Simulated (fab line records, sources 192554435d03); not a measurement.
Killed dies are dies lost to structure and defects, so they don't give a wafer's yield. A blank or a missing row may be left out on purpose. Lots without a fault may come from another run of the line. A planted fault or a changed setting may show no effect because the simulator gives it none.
A struck lot beside a sound one | flow n5_finfet | 36 steps out of a route of 1938
Sound: wafers L629.1, L629.3, L629.5. Struck: wafers L637.2, L637.4. (L637.3 of the same lot was not struck and is left out.) The cause comes at the end.
At each step with rows: each side's tool, then ch and its chambers, then its first start. Under that, the readings that differ: sound wafers | struck wafers | difference of the means | sigmas: that difference in standard deviations of wafers without a fault.
alike: readings whose means differ by less than 2 such deviations, and words and numbers that are the same on both sides. not compared: withheld readings, readings that some wafer has no value for, bounds like >300 that may hide the same value, and numbers for which the record gives no deviation and whose values overlap.
The two part at a step that has a row with sigmas, a row that says differs or no value, or rows on one side only. Numbers that don't overlap but have no deviation are shown without sigmas and don't part them. A reading that every wafer of one side lacks parts them only if that side has two wafers or more.

first, 9 steps without rows for these wafers: N5_BEOL_M4_ANNEAL_95 (time 240 s); N5_BEOL_M4_SPUTTER_96 (material Cu, target thk 4.5 nm, time 8.29 s); N5_BEOL_M4_ECD_50 (material Cu, target thk 300 nm); N5_BEOL_M4_ANNEAL_51 (time 90 s); N5_BEOL_M4_CMP_52 (polishes, stops on SiOC, t overpolish 6.8 s, target thk 40 nm); N5_BEOL_M4_PRE_CLEAN_60 (time 15 s); N5_BEOL_M4_CO_CAP_55 (material Co, precursor CCTBA/H2, target thk 2 nm, time 102.1 s); N5_BEOL_M4_PRE_CLEAN_56 (time 15 s); N5_BEOL_M4_DEP_57 (deposits SiCN from 3MS/NH3, target thk 8 nm, time 14 s).
N5_BEOL_M4_RC_MEAS_101:
  sound on prober-01 ch 0, day 10 02:05; struck on prober-02 ch 0, day 12 13:05
  reading       | sound       | struck  | difference | sigmas
  ION_P (uA/um) | 454 447 453 | 480 474 | +26        | +3
  alike: DIBL_N, DIBL_P, IOFF_N, IOFF_P, ION_N, SS_N, SS_P, VT_N, VT_P
then, 24 steps without rows for these wafers: N5_BEOL_M5_ILD_DEP_00 (deposits SiCOH lowk from DEMS/porogen, target thk 140.64 nm, time 25.9 s); N5_BEOL_M5_CURE_79 (cures SiCOH lowk, time 240 s); N5_BEOL_M5_PECVD_70 (deposits SiO2 from TEOS/O2, target thk 16 nm, time 18 s); N5_BEOL_M5_HM_DEP_02 (deposits TiN, target thk 20 nm); N5_BEOL_M5_COAT_59 (time 60 s, resist thk 60 nm); N5_BEOL_M5_COAT_60 (time 60 s, resist thk 12 nm); N5_BEOL_M5_COAT_71 (time 60 s, resist thk 5 nm); N5_BEOL_M5_COAT_05 (resist thk 30 nm); N5_BEOL_M5_EBR_07; N5_BEOL_M5_SOFTBAKE_06 (time 60 s); N5_BEOL_M5_EXPOSE_08 (exposes mask M5, target cd 28 nm); N5_BEOL_M5_PEB_09 (peb time 60 s); N5_BEOL_M5_DEVELOP_10 (develop time 30 s); N5_BEOL_M5_DESCUM_16 (chemistry O2, time 7 s); N5_BEOL_M5_ETCH_72 (etches underlayer in N2/H2, target depth 6.5 nm, time 5.2 s); N5_BEOL_M5_ETCH_61 (etches SiARC in CF4, target depth 15.6 nm, time 26 s); N5_BEOL_M5_ETCH_62 (etches SOC in N2/H2, target depth 75 nm, overetch 15 nm, time 112.5 s); N5_BEOL_M5_STRIP_63 (strips in N2/H2); N5_BEOL_M5_STRIP_73 (strips in N2/H2); N5_BEOL_M5_STRIP_64 (strips in CF4); N5_BEOL_M5_HM_OPEN_17 (chemistry Cl2/BCl3, target TiN, target depth 20 nm, overetch 6 nm); N5_BEOL_M5_STRIP_19 (strips in O2); N5_BEOL_M5_COAT_65 (time 60 s, resist thk 60 nm); N5_BEOL_M5_COAT_66 (time 60 s, resist thk 12 nm).
N5_BEOL_M5_EXPOSE_25: exposes mask V4, defocus 10 nm.
  sound on euv_scanner-02 ch 0, day 10 05:55; struck on euv_scanner-02 ch 0, day 12 18:37
  alike: mask
-- the record jumps here: 5 days lie between the struck wafers' starts before and after (it left off in module BEOL_M5 and takes up again in module PASSIVATION, whose first step shown is number 1936 of the route) --
N5_PASSIVATION_PROBE_49:
  sound on prober-01, day 14 03:50; struck on prober-02, day 17 11:13
  reading                  | sound          | struck    | difference | sigmas
  defect_limited_yield (%) | 91.4 89.2 90.1 | 0 0       | -90        | -60
  killed_at_M0_to_M3       | 40 61 44       | 24 18     | -27        | -2
  killed_at_M4_up          | 5 9 6          | 1105 1085 | +1088      | +99 or more
  killed_dies              | 101 128 117    | 1180 1180 | +1065      | +59
  killed_on_rim            | 17 15 17       | 152 152   | +136       | +36
  sort_n_pass              | 1079 1052 1063 | 0 0       | -1065      | -59
  sort_yield_pct (%)       | 91.4 89.2 90.1 | 0 0       | -90        | -60
  alike: killed_at_contacts, killed_at_front_end, killed_at_other, killed_open, killed_short, sort_bin_5_function, sort_bin_6_memory, sort_bin_8_speed

WHERE THEY PART
First at N5_BEOL_M4_RC_MEAS_101; last, within this record, at N5_PASSIVATION_PROBE_49.

WHY: what the simulator had put in
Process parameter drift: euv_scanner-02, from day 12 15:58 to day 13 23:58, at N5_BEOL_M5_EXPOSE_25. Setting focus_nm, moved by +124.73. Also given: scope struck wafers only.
